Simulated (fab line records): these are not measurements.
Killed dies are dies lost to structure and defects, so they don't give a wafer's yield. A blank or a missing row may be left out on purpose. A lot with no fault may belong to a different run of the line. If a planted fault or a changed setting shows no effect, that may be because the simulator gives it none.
Matching of chambers / flow nand_harc / ald_metal-01 running NHARC_A_CONTACT_ALD_18: 4 sister chambers
The step deposits TiN, target thk 3 nm, pulse time 1 s, ald cycles 150. 4 wafers are shown with their chamber, then 12 later ones without.

WAFERS PAIRED WITH THEIR CHAMBERS
wafer=L092.3; chamber=2; heater_power_w (W)=1128
wafer=L092.5; chamber=0; heater_power_w (W)=1333
wafer=L092.4; chamber=3; heater_power_w (W)=1115
wafer=L092.6; chamber=1; heater_power_w (W)=1187

WAFERS WITH NO CHAMBER GIVEN
wafer=L095.1; heater_power_w (W)=1135
wafer=L095.3; heater_power_w (W)=1115
wafer=L095.6; heater_power_w (W)=1100
wafer=L093.1; heater_power_w (W)=1301
wafer=L093.2; heater_power_w (W)=1092
wafer=L093.6; heater_power_w (W)=1074
wafer=L096.2; heater_power_w (W)=1210
wafer=L096.3; heater_power_w (W)=1059
wafer=L096.6; heater_power_w (W)=1200
wafer=L096.1; heater_power_w (W)=1121
wafer=L096.4; heater_power_w (W)=1305
wafer=L096.5; heater_power_w (W)=1105

WHICH CHAMBER EACH ONE RAN IN
wafer=L095.1; from the rows above=can't be placed: 2 or 3 or 1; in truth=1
wafer=L095.3; from the rows above=can't be placed: 3 or 2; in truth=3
wafer=L095.6; from the rows above=can't be placed: 3 or 2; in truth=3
wafer=L093.1; from the rows above=0; in truth=0
wafer=L093.2; from the rows above=can't be placed: 3 or 2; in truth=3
wafer=L093.6; from the rows above=can't be placed: 3 or 2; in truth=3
wafer=L096.2; from the rows above=1; in truth=1
wafer=L096.3; from the rows above=can't be placed: 3 or 2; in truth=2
wafer=L096.6; from the rows above=1; in truth=1
wafer=L096.1; from the rows above=can't be placed: 3 or 2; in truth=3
wafer=L096.4; from the rows above=0; in truth=0
wafer=L096.5; from the rows above=can't be placed: 3 or 2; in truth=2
Placed correctly: 4 of 12. Not placeable from these rows: 8 (in 8, the candidates include the true chamber). 0 placed wrongly.
How it was worked out, from the rows above alone: a wafer's distance from a chamber is the root of the sum, over the readings, of the square of ((its reading less the chamber's mean) divided by the reading's scatter). If the next closest chamber is less than 2 further off than the closest, the wafer can't be placed; otherwise it belongs to the closest. Each chamber's mean is taken over the wafers shown for it. The scatter: root of mean squared gap, hidden wafer to nearest shown wafer, with one shown wafer a chamber.
